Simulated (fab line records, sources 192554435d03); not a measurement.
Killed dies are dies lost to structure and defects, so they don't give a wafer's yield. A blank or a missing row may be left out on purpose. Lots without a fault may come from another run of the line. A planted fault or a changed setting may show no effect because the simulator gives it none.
One fault seen from 2 desks | flow n5_finfet | each desk has only its own numbers; what lay behind them comes last

THE METROLOGY DESK
What the gauges read, lot by lot, whatever tool the lot ran on: means of the sampled wafers that have a number. A lot is out of limits, marked OUT, if its mean lies more than 4 standard deviations from the usual mean; the brackets give that distance. Of its 10 readings 7 are shown: those that lie furthest out on some lot.
Columns: A = DIBL_P at N5_BEOL_M4_RC_MEAS_101, usual 36.5 mV/V; B = ION_N at N5_BEOL_M4_RC_MEAS_101, usual 676 uA/um; C = ION_P at N5_BEOL_M4_RC_MEAS_101, usual 464 uA/um; D = SS_N at N5_BEOL_M4_RC_MEAS_101, usual 71.5 mV/dec; E = SS_P at N5_BEOL_M4_RC_MEAS_101, usual 73.3 mV/dec; F = VT_N at N5_BEOL_M4_RC_MEAS_101, usual 249.3 mV; G = VT_P at N5_BEOL_M4_RC_MEAS_101, usual -250 mV
lot  | first seen here | A    | B   | C   | D    | E    | F     | G
L371 | day 9 08:26     | 34.4 | 677 | 466 | 71.3 | 72.9 | 251.9 | -250
L379 | day 11 14:32    | 36.1 | 680 | 465 | 71.4 | 73.3 | 248.9 | -250
L391 | day 14 04:36    | 36.0 | 676 | 470 | 71.3 | 73.7 | 250.0 | -249
L392 | day 14 08:38    | 36.0 | 688 | 467 | 71.9 | 74.0 | 246.9 | -247
This desk's finding: nothing out of limits on any of the 4 lots.

THE TOOL OWNER'S DESK: litho_track-05
The tool's own readings at N5_BEOL_M1_COAT_68 (time 60 s, resist thk 12 nm): means of the sampled wafers that have a number, for each lot that ran on this tool. A lot is out of limits, marked OUT, if its mean lies more than 4 standard deviations from the usual mean; the brackets give that distance.
Columns: A = chill_plate_temp_C at N5_BEOL_M1_COAT_68, usual 22.99 C; B = dispense_pressure_kPa at N5_BEOL_M1_COAT_68, usual 47.6 kPa; C = spin_speed_rpm at N5_BEOL_M1_COAT_68, usual 1500.1 rpm
lot  | first seen here | A     | B    | C
L379 | day 8 15:47     | 23.11 | 49.7 | 1499.6
L391 | day 11 14:34    | 23.06 | 49.7 | 1387.2 (-99 or more) OUT
L392 | day 11 22:56    | 23.00 | 49.7 | 1386.8 (-99 or more) OUT
This desk's finding: out of limits on L391, L392; first on L391, day 11 14:34 (spin_speed_rpm at N5_BEOL_M1_COAT_68). In limits: L379.

PUT TOGETHER
The tool owner's desk could have raised an alarm at day 11 14:34, on L391, L392.
The metrology desk saw nothing out of limits.
The metrology desk has L391, L392 on record, within its limits.
Of the lots named, all ran N5_BEOL_M1_COAT_68 on litho_track-05.

WHAT THE SIMULATOR HAD PUT IN
Process parameter drift: litho_track-05, from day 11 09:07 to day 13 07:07, at N5_BEOL_M1_COAT_68. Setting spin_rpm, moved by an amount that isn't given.
Lots struck among those shown: L391, L392.
Hours from the fault's start to each desk's first reading out of limits: the tool owner's desk, 5.
